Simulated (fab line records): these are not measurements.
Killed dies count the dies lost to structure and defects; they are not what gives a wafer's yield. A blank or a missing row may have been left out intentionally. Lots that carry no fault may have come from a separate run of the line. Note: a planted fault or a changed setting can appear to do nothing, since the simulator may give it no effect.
The tool behind it: which one?	flow n5_finfet	72 wafers from 24 lots sampled at 6 of the route's 1938 steps

## WHAT THE GAUGES SHOWED, per wafer
N5_SD_EPI_P_EPI_MEAS_23.
lot	measured	on	thk_nm (nm)
L074	day 3 08:58	film_metro-01	59.9 59.1 60.6
L075	day 3 14:28	film_metro-01	60.9 59.6 61.9
L076	day 4 01:07	film_metro-02	60.8 58.3 60.5
L077	day 4 04:26	film_metro-02	60.8 59.7 58.0
L078	day 4 09:57	film_metro-02	60.6 60.9 59.7
L079	day 4 17:02	film_metro-01	61.9 63.0 61.5
L080	day 4 22:28	film_metro-01	61.7 61.1 61.0
L081	day 5 08:33	film_metro-02	61.0 59.7 61.5
L082	day 5 09:30	film_metro-02	60.9 61.5 59.2
L083	day 5 17:25	film_metro-01	61.3 60.2 59.6
L084	day 5 21:56	film_metro-02	62.3 61.5 62.1
L085	day 6 07:02	film_metro-02	60.3 58.9 61.3
L086	day 6 09:03	film_metro-01	60.6 61.3 62.2
L087	day 6 18:44	film_metro-01	58.3 60.4 60.8
L088	day 6 20:42	film_metro-01	61.4 61.0 60.1
L089	day 7 10:08	film_metro-01	60.5 61.1 61.2
L090	day 7 12:26	film_metro-01	60.9 57.3 61.4
L091	day 7 19:13	film_metro-02	59.6 62.0 61.7
L092	day 8 00:21	film_metro-02	60.7 58.7 61.0
L093	day 8 06:37	film_metro-01	62.3 61.1 63.5
L094	day 8 12:42	film_metro-01	61.0 59.6 59.4
L095	day 8 18:38	film_metro-01	60.5 61.8 59.3
L096	day 9 00:01	film_metro-01	61.4 60.7 63.6
L097	day 9 05:43	film_metro-01	60.3 62.1 62.5

N5_ILD0_THK_MEAS_13.
lot	measured	on	thk_nm (nm)
L074	day 3 16:43	film_metro-02	18.0 16.4 16.8
L075	day 3 21:49	film_metro-02	16.1 15.6 16.9
L076	day 4 08:56	film_metro-02	16.7 16.5 17.1
L077	day 4 11:44	film_metro-01	16.5 17.5 18.3
L078	day 4 17:38	film_metro-02	18.7 16.3 17.4
L079	day 5 00:45	film_metro-02	17.4 17.0 17.7
L080	day 5 07:05	film_metro-02	17.0 17.0 17.7
L081	day 5 15:57	film_metro-02	17.6 18.2 17.3
L082	day 5 17:29	film_metro-02	16.4 16.1 17.0
L083	day 6 00:52	film_metro-01	17.1 16.5 16.5
L084	day 6 05:16	film_metro-01	18.0 17.3 17.5
L085	day 6 14:13	film_metro-02	17.9 17.8 18.0
L086	day 6 16:23	film_metro-01	20.0 18.3 17.4
L087	day 7 01:58	film_metro-01	14.9 15.9 17.1
L088	day 7 03:54	film_metro-02	14.0 16.8 16.5
L089	day 7 17:49	film_metro-01	18.5 17.3 18.3
L090	day 7 19:47	film_metro-01	16.6 16.0 16.7
L091	day 8 02:35	film_metro-02	18.0 16.7 18.0
L092	day 8 07:34	film_metro-01	21.2 17.3 19.1
L093	day 8 13:57	film_metro-02	18.8 18.5 17.8
L094	day 8 20:03	film_metro-02	17.2 17.3 17.6
L095	day 9 02:48	film_metro-02	20.6 18.6 18.3
L096	day 9 07:14	film_metro-02	18.9 19.5 19.4
L097	day 9 13:46	film_metro-01	17.8 17.1 16.6

N5_HKMG_FIN_OVL_MEAS_50.
lot	measured	on	NDIPOLE_OVL (nm)
L074	day 3 22:47	overlay-01	-1.0 -1.4 -1.2
L075	day 4 03:47	overlay-01	-0.5 -0.9 -1.2
L076	day 4 15:53	overlay-02	0.2 0.6 1.0
L077	day 4 18:07	overlay-02	-0.7 -0.2 -0.2
L078	day 5 00:36	overlay-01	-0.4 -0.1 0.1
L079	day 5 07:06	overlay-02	-1.1 -1.0 -0.7
L080	day 5 13:21	overlay-01	-0.6 -0.4 -0.2
L081	day 5 23:06	overlay-02	-0.8 0.0 -0.4
L082	day 5 23:49	overlay-02	-1.6 -0.4 -1.1
L083	day 6 07:17	overlay-02	-0.4 -1.0 -0.3
L084	day 6 11:40	overlay-02	0.5 -0.5 -1.0
L085	day 6 20:30	overlay-02	-0.1 -1.4 -0.7
L086	day 6 22:20	overlay-02	-1.1 0.4 -0.7
L087	day 7 08:08	overlay-01	-0.7 -1.1 -1.1
L088	day 7 09:57	overlay-02	-1.0 -1.9 -1.9
L089	day 8 00:05	overlay-01	-0.1 -0.4 -0.3
L090	day 8 01:53	overlay-02	0.3 0.6 0.4
L091	day 8 08:55	overlay-01	0.2 -0.2 0.1
L092	day 8 13:46	overlay-01	-0.6 -0.7 -0.7
L093	day 8 20:47	overlay-01	0.2 0.0 0.5
L094	day 9 02:18	overlay-01	-0.6 -0.6 0.2
L095	day 9 08:59	overlay-02	-0.4 -0.7 -0.4
L096	day 9 13:47	overlay-01	0.5 -0.1 0.3
L097	day 9 19:50	overlay-01	-0.7 -0.8 -0.8

## WHICH TOOL RAN EACH LOT (tool, then ch and the chambers of the sampled wafers, then the start)
lot	N5_ILD0_CMP_12	N5_SDB_STRIP_21	N5_SDB_ETCH_25
L074	cmp-03 ch 2,3, day 3 16:25	rie_diel-03 ch 0,1,3, day 3 17:23	rie_diel-01 ch 0,3, day 3 17:43
L075	cmp-02 ch 0,1, day 3 21:31	rie_diel-03 ch 2,3, day 3 22:29	rie_diel-01 ch 2,3, day 3 22:49
L076	cmp-01 ch 0,1,3, day 4 08:38	rie_diel-06 ch 2,3, day 4 09:45	rie_diel-06 ch 0,2,3, day 4 10:04
L077	cmp-02 ch 0,2, day 4 11:28	rie_diel-06 ch 0,2,3, day 4 12:32	rie_diel-06 ch 0,2,3, day 4 13:04
L078	cmp-03 ch 0,1,3, day 4 17:23	rie_diel-03 ch 1,2, day 4 18:27	rie_diel-01 ch 0,1, day 4 18:47
L079	cmp-03 ch 0,1,2, day 5 00:27	rie_diel-03 ch 1,3, day 5 01:34	rie_diel-03 ch 2,3, day 5 02:11
L080	cmp-03 ch 1,2, day 5 06:48	rie_diel-06 ch 0,2, day 5 07:47	rie_diel-06 ch 0,3, day 5 08:06
L081	cmp-03 ch 0,2, day 5 15:40	rie_diel-03 ch 2,3, day 5 16:46	rie_diel-06 ch 1,2,3, day 5 17:58
L082	cmp-02 ch 1,3, day 5 17:13	rie_diel-03 ch 0,2,3, day 5 18:26	rie_diel-01 ch 0,2,3, day 5 18:56
L083	cmp-02 ch 0,2,3, day 6 00:39	rie_diel-06 ch 0,1, day 6 01:52	rie_diel-01 ch 0,2,3, day 6 02:11
L084	cmp-02 ch 1,2, day 6 05:00	rie_diel-06 ch 1,2,3, day 6 06:07	rie_diel-03 ch 1,2, day 6 06:32
L085	cmp-03 ch 0,2,3, day 6 13:59	rie_diel-01 ch 0,1, day 6 15:13	rie_diel-03 ch 0,3, day 6 15:32
L086	cmp-01 ch 0,2,3, day 6 16:08	rie_diel-06 ch 0,1,3, day 6 17:11	rie_diel-06 ch 1,3, day 6 17:31
L087	cmp-02 ch 0,3, day 7 01:40	rie_diel-01 ch 0,1,3, day 7 02:50	rie_diel-03 ch 0,3, day 7 03:11
L088	cmp-02 ch 0,1,2, day 7 03:37	rie_diel-06 ch 0,2,3, day 7 04:44	rie_diel-06 ch 1,2,3, day 7 05:03
L089	cmp-01 ch 2,3, day 7 17:32	rie_diel-06 ch 0,1,3, day 7 18:38	rie_diel-06 ch 0,1,2, day 7 18:58
L090	cmp-02 ch 2,3, day 7 19:30	rie_diel-03 ch 0,1,3, day 7 20:36	rie_diel-01 ch 0,3, day 7 20:55
L091	cmp-01 ch 0,1,2, day 8 02:17	rie_diel-01 ch 2,3, day 8 03:34	rie_diel-01 ch 0,2,3, day 8 04:06
L092	cmp-01 ch 1,3, day 8 07:16	rie_diel-06 ch 0,2,3, day 8 08:22	rie_diel-03 ch 0,1,3, day 8 08:44
L093	cmp-03 ch 1,2,3, day 8 13:40	rie_diel-03 ch 0,1, day 8 14:49	rie_diel-01 ch 0,1,3, day 8 15:25
L094	cmp-01 ch 0,1,3, day 8 19:46	rie_diel-03 ch 1,2,3, day 8 20:52	rie_diel-03 ch 0,1,2, day 8 21:13
L095	cmp-01 ch 0,1,3, day 9 02:35	rie_diel-03 ch 0,1,2, day 9 03:29	rie_diel-03 ch 1,2,3, day 9 03:55
L096	cmp-01 ch 0,1, day 9 06:57	rie_diel-01 ch 1,2,3, day 9 08:34	rie_diel-03 ch 1,2,3, day 9 08:54
L097	cmp-03 ch 1,2,3, day 9 13:32	rie_diel-03 ch 0,3, day 9 14:34	rie_diel-03 ch 0,3, day 9 14:53
- N5_ILD0_CMP_12: polishes SiNx, stops on poly-Si, t overpolish 6 s, target thk 17.67 nm.
- N5_SDB_STRIP_21: strips in CF4.
- N5_SDB_ETCH_25: etches SiO2 in C4F6/O2, target depth 10 nm, time 3.3 s.

## AS READ BY THE TOOLS THEMSELVES (means over the sampled wafers that have a number; for cases with no such wafer, the mark the record gives instead)
N5_ILD0_CMP_12.
lot	tool	motor_current_A (A)	overpolish_run_s (s)	time_to_endpoint_s (s)
L074	cmp-03	8.3	5.995	33.0
L075	cmp-02	8.9	5.998	28.8
L076	cmp-01	9.0	6.003	29.5
L077	cmp-02	9.4	5.997	25.9
L078	cmp-03	9.8	6.007	29.3
L079	cmp-03	10.3	5.995	31.2
L080	cmp-03	9.8	6.004	30.8
L081	cmp-03	10.4	6.010	30.1
L082	cmp-02	8.9	6.002	25.6
L083	cmp-02	9.3	6.011	25.1
L084	cmp-02	9.0	5.996	26.8
L085	cmp-03	9.2	5.998	33.6
L086	cmp-01	8.9	6.007	31.4
L087	cmp-02	9.5	6.002	27.0
L088	cmp-02	9.3	6.000	25.9
L089	cmp-01	8.0	6.001	29.3
L090	cmp-02	9.7	6.002	26.7
L091	cmp-01	9.4	6.015	30.3
L092	cmp-01	9.0	5.995	31.9
L093	cmp-03	9.3	5.997	29.7
L094	cmp-01	9.2	6.006	28.7
L095	cmp-01	9.3	6.004	30.8
L096	cmp-01	9.7	6.001	30.3
L097	cmp-03	9.0	6.005	29.6

N5_SDB_STRIP_21.
lot	tool	drypump_motor_current_A (A)	oes_product_au (a.u.)	rf_vpp_V (V)	showerhead_plenum_p_Torr (Torr)	throttle_valve_pct (%)
L074	rie_diel-03	5.6	0.75	271.5	1.78	13.53
L075	rie_diel-03	5.8	0.75	270.0	1.73	13.71
L076	rie_diel-06	5.6	0.78	271.6	1.79	13.76
L077	rie_diel-06	5.5	0.81	271.9	1.78	13.55
L078	rie_diel-03	5.8	0.70	270.2	1.74	13.76
L079	rie_diel-03	5.8	0.72	272.1	1.83	13.61
L080	rie_diel-06	5.2	0.88	271.0	1.79	13.42
L081	rie_diel-03	5.8	0.74	269.4	1.73	13.75
L082	rie_diel-03	5.6	0.74	270.9	1.73	13.62
L083	rie_diel-06	5.8	0.73	271.0	1.77	13.65
L084	rie_diel-06	5.5	0.76	270.3	1.79	13.77
L085	rie_diel-01	5.4	0.69	271.5	1.78	13.95
L086	rie_diel-06	5.9	0.72	271.3	1.77	13.70
L087	rie_diel-01	5.8	0.74	269.8	1.76	13.65
L088	rie_diel-06	5.5	0.79	270.9	1.77	13.59
L089	rie_diel-06	5.8	0.71	270.5	1.77	13.72
L090	rie_diel-03	5.6	0.80	271.3	1.78	13.42
L091	rie_diel-01	6.0	0.84	270.5	1.75	13.23
L092	rie_diel-06	5.6	0.78	270.9	1.77	13.61
L093	rie_diel-03	5.6	0.83	270.4	1.79	13.27
L094	rie_diel-03	5.8	0.88	272.3	1.84	13.37
L095	rie_diel-03	5.6	0.85	271.3	1.81	13.35
L096	rie_diel-01	6.1	0.87	270.8	1.75	13.29
L097	rie_diel-03	5.6	0.74	270.4	1.76	13.61

N5_SDB_ETCH_25.
lot	tool	drypump_motor_current_A (A)	mfc_ar_sccm (sccm)	oes_product_au (a.u.)	rf_vpp_V (V)	showerhead_plenum_p_Torr (Torr)	throttle_valve_pct (%)
L074	rie_diel-01	5.3	300.9	0.78	667	2.83	21.3
L075	rie_diel-01	6.0	300.1	0.82	660	2.79	21.0
L076	rie_diel-06	5.6	300.3	0.83	670	2.83	21.2
L077	rie_diel-06	5.5	299.5	0.84	671	2.83	21.2
L078	rie_diel-01	5.4	300.8	0.70	663	2.84	21.5
L079	rie_diel-03	5.8	299.9	0.78	650	2.84	21.4
L080	rie_diel-06	5.8	300.5	0.77	661	2.79	21.1
L081	rie_diel-06	5.5	301.1	0.78	676	2.84	21.3
L082	rie_diel-01	5.6	300.4	0.84	665	2.81	21.2
L083	rie_diel-01	5.6	300.4	0.83	665	2.81	21.2
L084	rie_diel-03	5.9	299.2	0.79	673	2.78	21.2
L085	rie_diel-03	5.4	301.2	0.75	663	2.78	21.2
L086	rie_diel-06	5.9	300.3	0.68	666	2.81	21.4
L087	rie_diel-03	5.4	298.4	0.75	663	2.78	21.2
L088	rie_diel-06	5.5	299.5	0.77	674	2.84	21.3
L089	rie_diel-06	5.5	300.9	0.81	674	2.82	21.2
L090	rie_diel-01	5.7	299.6	0.79	661	2.79	21.1
L091	rie_diel-01	5.6	299.8	0.80	664	2.80	21.2
L092	rie_diel-03	5.6	300.0	0.80	661	2.83	21.1
L093	rie_diel-01	5.7	300.0	0.82	659	2.80	21.2
L094	rie_diel-03	5.6	299.1	0.87	680	2.89	21.0
L095	rie_diel-03	5.9	299.8	0.89	667	2.94	21.1
L096	rie_diel-03	5.8	301.0	0.89	667	2.94	21.1
L097	rie_diel-03	5.6	299.9	0.75	651	2.82	21.3

## THE ANSWER, worked out from the rows above alone
Rule: the usual values come from the lots themselves. The widest of any qualifying gaps counts: lots, ordered by their means at a reading, are off when they make up no more than a third of the lots, leave a main group of 4 or more, and stand apart from it by 3 or more times the standard deviation of that group's means. Not used: any main group whose means are identical at the precision the tables above print for the reading. A lot without any number at a reading at which 4 lots or more have one is off too. The other lots that the step has rows for count as sound. First the gauges in route order, then the tools' own readings, where a lot's mean is used as printed above. The first step at which some lot is off is used, and at that step the reading that is off furthest; a lot without a number counts as furthest.
No lot is off at any reading shown: from this, nothing can be told.

## WHAT THE SIMULATOR HAD PUT IN
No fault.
